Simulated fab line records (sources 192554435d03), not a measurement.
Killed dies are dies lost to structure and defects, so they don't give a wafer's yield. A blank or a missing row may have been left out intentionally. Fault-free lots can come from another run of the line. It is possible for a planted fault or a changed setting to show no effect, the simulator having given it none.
A struck lot beside a sound one    flow n5_finfet    16 out of 1938 route steps
Sound: these wafers, L562.2, L562.3, L562.5. Struck: wafer L569.2 (left out: L569.3, L569.5 of the same lot, which were not struck); the cause appears at the end.
Per side, at each step with rows, come the tool, then ch with its chambers, and then its first start. Under that, the readings that differ: sound wafers    struck wafers    difference of the means    sigmas: that difference in standard deviations of wafers without a fault.
alike: a reading whose means differ by less than 2 such deviations, as well as words and numbers matching on both sides. not compared: withheld readings; readings where some wafer has no value; bounds like >300 that might hide an equal value; numbers whose values overlap and for which the record gives no deviation.
Wherever a step has rows on one side only, a row that says differs or no value, or a row with sigmas, the two part there. Numbers that have no deviation but don't overlap get no sigmas and don't part them. A reading missing from all wafers of one side parts the sides only when that side holds two or more wafers.

N5_BEOL_M1_ANNEAL_95: time 240 s.
  struck on pvd_sputter-01, day 9 01:02; sound on pvd_sputter-01, day 7 03:43
reading             sound        struck  difference  sigmas
heater_power_w (W)  815 770 781  1064    +275        +3
N5_BEOL_M1_SPUTTER_96: material Cu, target thk 4.5 nm, time 8.29 s.
  struck on pvd_sputter-01, day 9 01:11; sound on pvd_sputter-01, day 7 03:51
  alike: throttle_valve_pct
then, 2 steps without rows for these wafers: N5_BEOL_M1_ECD_50 (material Cu, target thk 300 nm); N5_BEOL_M1_ANNEAL_51 (time 90 s).
N5_BEOL_M1_CMP_52: polishes, stops on SiOC, t overpolish 6.8 s, target thk 40 nm.
  sound on cmp-01 ch 1,3, day 7 04:24; struck on cmp-01 ch 2, day 9 01:43
  alike: barrier_field_endpoint_s, motor_current_A, overpolish_run_s, time_to_endpoint_s
N5_BEOL_M1_THK_MEAS_53: measures by xrf.
  struck on film_metro-01, day 9 01:58; sound on film_metro-02, day 7 04:40
reading      sound           struck  difference  sigmas
M1_THK (nm)  38.1 37.7 39.5  42.8    +4.4        +3
N5_BEOL_M1_PRE_CLEAN_60: time 15 s.
  sound on cvd_co-01 ch 0,2, day 7 04:42; struck on cvd_co-02 ch 1, day 9 02:00
  alike: heater_power_w
then, 2 steps without rows for these wafers: N5_BEOL_M1_CO_CAP_55 (material Co, precursor CCTBA/H2, target thk 2 nm, time 102.1 s); N5_BEOL_M1_PRE_CLEAN_56 (time 15 s).
N5_BEOL_M1_DEP_57: deposits SiCN from 3MS/NH3, target thk 8 nm, time 14 s.
  sound on pecvd-04 ch 0,1,2, day 7 04:51; struck on pecvd-03 ch 1, day 9 02:10
  alike: showerhead_plenum_p_Torr, throttle_valve_pct
N5_BEOL_M1_RS_MEAS_58: a four-point-probe measurement.
  struck on film_metro-02, day 9 02:13; sound on film_metro-02, day 7 04:55
reading         sound           struck  difference  sigmas
M1_RS (ohm/sq)  0.72 0.72 0.68  0.62    -0.09       -2
N5_BEOL_M1_INSPECT_59: inspects for defects (darkfield).
  struck on defect_inspect-02, day 9 02:15; sound on defect_inspect-01, day 7 04:57
  alike: raw_defect_count
N5_BEOL_M2_ILD_DEP_00: deposits SiOC from DEMS/O2, target thk 79 nm, time 15.3 s.
  sound on pecvd-04 ch 0,2, day 7 04:59; struck on pecvd-04 ch 0, day 9 02:17
reading                          sound                 struck  difference  sigmas
showerhead_plenum_p_Torr (Torr)  5.705 5.668 5.677     5.720   +0.037      +2
susceptor_temp_C (C)             349.93 349.86 349.86  354.85  +4.97       +23
  alike: heater_power_w, throttle_valve_pct
N5_BEOL_M2_THK_MEAS_01:
  struck on film_metro-02, day 9 02:22; sound on film_metro-02, day 7 05:04
  alike: M2_ILD_THK
N5_BEOL_M4_RC_MEAS_101:
  sound on prober-01 ch 0, day 8 23:53; struck on prober-01 ch 0, day 10 05:15
  alike: DIBL_N, DIBL_P, IOFF_N, IOFF_P, ION_N, ION_P, SS_N, SS_P, VT_N, VT_P
-- a jump in the record: the struck wafers' starts before and after are 5 days apart (it breaks off in module BEOL_M4 and resumes in module PASSIVATION, where the first step shown is number 1936 of the route) --
N5_PASSIVATION_PROBE_49:
  struck on prober-02, day 14 20:13; sound on prober-02, day 13 18:41
reading             sound     struck  difference  sigmas
killed_at_M0_to_M3  37 33 38  16      -20         -2
killed_at_contacts  15 7 12   29      +18         +3
  alike: defect_limited_yield, killed_at_M4_up, killed_at_front_end, killed_at_other, killed_dies, killed_open, killed_short, sort_bin_5_function, sort_bin_6_memory, sort_bin_8_speed, sort_n_pass, sort_yield_pct

WHERE THEY PART
Last at N5_PASSIVATION_PROBE_49 as far as this record goes, first at N5_BEOL_M1_ANNEAL_95.

WHY: the cause the simulator had injected
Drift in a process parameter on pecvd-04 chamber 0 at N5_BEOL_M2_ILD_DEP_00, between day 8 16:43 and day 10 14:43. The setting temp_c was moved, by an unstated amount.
